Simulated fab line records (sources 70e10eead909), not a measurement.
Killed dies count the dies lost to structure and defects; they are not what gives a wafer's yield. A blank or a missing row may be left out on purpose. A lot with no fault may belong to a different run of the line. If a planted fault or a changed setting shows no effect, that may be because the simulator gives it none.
What tool caused it? -- flow nandHarc -- 21 wafers from 7 lots sampled at 3 of the route's 1159 steps

== WHAT THE GAUGES SHOWED, per wafer ==
NHARC_P_CONTACT_CD_MEAS_12 targets a cd of 90 nm.
lot,measured,on,cdNm (nm)
L852,day 6 06:57,cdSem-03,89.8 89.8 90.7
L854,day 6 13:35,cdSem-01,90.0 90.2 90.7
L865,day 9 11:23,cdSem-01,90.5 90.2 90.2
L866,day 10 00:44,cdSem-03,89.9 90.1 90.2
L870,day 10 18:30,cdSem-03,90.4 90.9 90.4
L872,day 11 08:53,cdSem-01,90.0 89.8 89.3

== WHAT TOOL EACH LOT RAN ON (gives the tool, then ch and the chambers of the sampled wafers, and finally the start) ==
lot,NHARC_P_STI_CMP_21,NHARC_P_GATE_IMPLANT_62
L852,"cmp-01 ch 0,1,3, day 4 02:43","implanter-01 ch 0, day 6 00:59"
L854,"cmp-03 ch 1,3, day 4 10:59","implanter-01 ch 0, day 6 07:21"
L863,"cmp-01 ch 0,1,3, day 6 17:25","implanter-02, day 8 16:53"
L865,"cmp-01 ch 1,3, day 7 06:27","implanter-02 ch 0, day 9 04:25"
L866,"cmp-04 ch 0,1,3, day 7 19:10","implanter-02 ch 0, day 9 18:25"
L870,"cmp-04 ch 0,1,2, day 8 15:40","implanter-01 ch 0, day 10 12:12"
L872,"cmp-03 ch 0,3, day 9 02:07","implanter-01 ch 0, day 11 02:38"
- NHARC_P_STI_CMP_21: polishes, t overpolish 20 s, target thk 380.67 nm.
- NHARC_P_GATE_IMPLANT_62

== THE ANSWER, worked out from the rows above alone ==
Rule: what is usual is taken from the lots themselves. The widest of any qualifying gaps counts: lots, ordered by their means at a reading, are off when they make up no more than a third of the lots, leave a main group of 4 or more, and stand apart from it by 3 or more times the standard deviation of that group's means. A main group is skipped when, at the precision printed for the reading in the tables above, its means are all equal. Also off: a lot with no number at a reading for which 4 or more lots have one. All remaining lots with rows at the step are treated as sound.
Across all readings shown, no lot is off: no conclusion can be drawn from this.

== WHAT THE SIMULATOR PUT IN ==
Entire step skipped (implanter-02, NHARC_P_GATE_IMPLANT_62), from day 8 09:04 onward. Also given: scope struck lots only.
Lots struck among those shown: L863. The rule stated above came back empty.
